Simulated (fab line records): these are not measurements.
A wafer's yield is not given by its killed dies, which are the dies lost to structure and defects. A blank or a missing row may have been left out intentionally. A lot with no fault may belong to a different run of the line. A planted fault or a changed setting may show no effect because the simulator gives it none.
Matching of chambers + flow n5_finfet + cvd_co-01 running N5_BEOL_M6_CVD_78: 3 sister chambers
The step deposits Co from CCTBA/H2, target thk 2 nm, time 142.3 s. 3 wafers are shown with their chamber, then 6 later ones without.

## EACH WAFER AND ITS CHAMBER
| wafer  | chamber | run_length_s (s) |
|--------|---------|------------------|
| L403.3 | 0       | 165.0            |
| L403.4 | 1       | 164.9            |
| L403.5 | 2       | 165.8            |

## WAFERS WITH NO CHAMBER GIVEN
| wafer  | run_length_s (s) |
|--------|------------------|
| L402.2 | 165.8            |
| L402.3 | 164.9            |
| L402.5 | 165.1            |
| L405.1 | 165.4            |
| L405.2 | 164.9            |
| L405.3 | 165.1            |

## THE CHAMBER EACH PASSED THROUGH
| wafer  | from the rows above          | in truth                   |
|--------|------------------------------|----------------------------|
| L402.2 | 2                            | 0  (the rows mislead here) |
| L402.3 | can't be placed: 1 or 0      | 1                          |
| L402.5 | can't be placed: 0 or 1      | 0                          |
| L405.1 | can't be placed: 0 or 2 or 1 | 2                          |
| L405.2 | can't be placed: 1 or 0      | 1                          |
| L405.3 | can't be placed: 0 or 1      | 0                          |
0 of 6 placed correctly. Not placeable from these rows: 5 (in 5, the candidates include the true chamber). Placed wrongly: 1.
How it was worked out, from the rows above alone: a wafer's distance from a chamber is the root of the sum, over the readings, of the square of ((its reading less the chamber's mean) divided by the reading's scatter). If the next closest chamber is less than 2 further off than the closest, the wafer can't be placed; otherwise it belongs to the closest. A chamber's mean is the mean of its shown wafers. The scatter: with one shown wafer a chamber, the root of the mean of the squares of how far each hidden wafer lies from its nearest shown one.
